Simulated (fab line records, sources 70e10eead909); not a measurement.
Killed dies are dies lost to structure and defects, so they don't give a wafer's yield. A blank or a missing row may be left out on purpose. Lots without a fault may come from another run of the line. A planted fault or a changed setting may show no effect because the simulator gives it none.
Chamber matching | flow nand_harc | NHARC_P_CONTACT_DEP_30 on pecvd-03: 3 sister chambers
The step deposits SiNx, target thk 30 nm. 3 wafers are shown with their chamber, then 9 later ones without.

WAFERS WITH THEIR CHAMBER
wafer  | chamber | heater_power_w (W)
L088.1 | 2       | 669
L092.2 | 0       | 790
L092.4 | 1       | 564

WAFERS WITHOUT THEIR CHAMBER
wafer  | heater_power_w (W)
L095.1 | 809
L095.2 | 561
L095.4 | 556
L096.1 | 597
L096.2 | 750
L096.6 | 594
L097.1 | 498
L097.2 | 691
L097.5 | 804

WHICH CHAMBER EACH WENT THROUGH
wafer  | from the rows above     | in truth
L095.1 | 0                       | 0
L095.2 | 1                       | 1
L095.4 | 1                       | 1
L096.1 | can't be placed: 1 or 2 | 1
L096.2 | can't be placed: 0 or 2 | 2
L096.6 | can't be placed: 1 or 2 | 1
L097.1 | 1                       | 1
L097.2 | 2                       | 2
L097.5 | 0                       | 0
Placed correctly: 6 of 9. Can't be placed from these rows: 3 (the true chamber is among the candidates in 3). Placed wrongly: 0.
How it was worked out, from the rows above alone: a wafer's distance from a chamber is the root of the sum, over the readings, of the square of ((its reading less the chamber's mean) divided by the reading's scatter). The wafer belongs to the nearest chamber; if the next one is less than 2 further off, it can't be placed. A chamber's mean is the mean of its shown wafers. The scatter: with one shown wafer a chamber, the root of the mean of the squares of how far each hidden wafer lies from its nearest shown one.
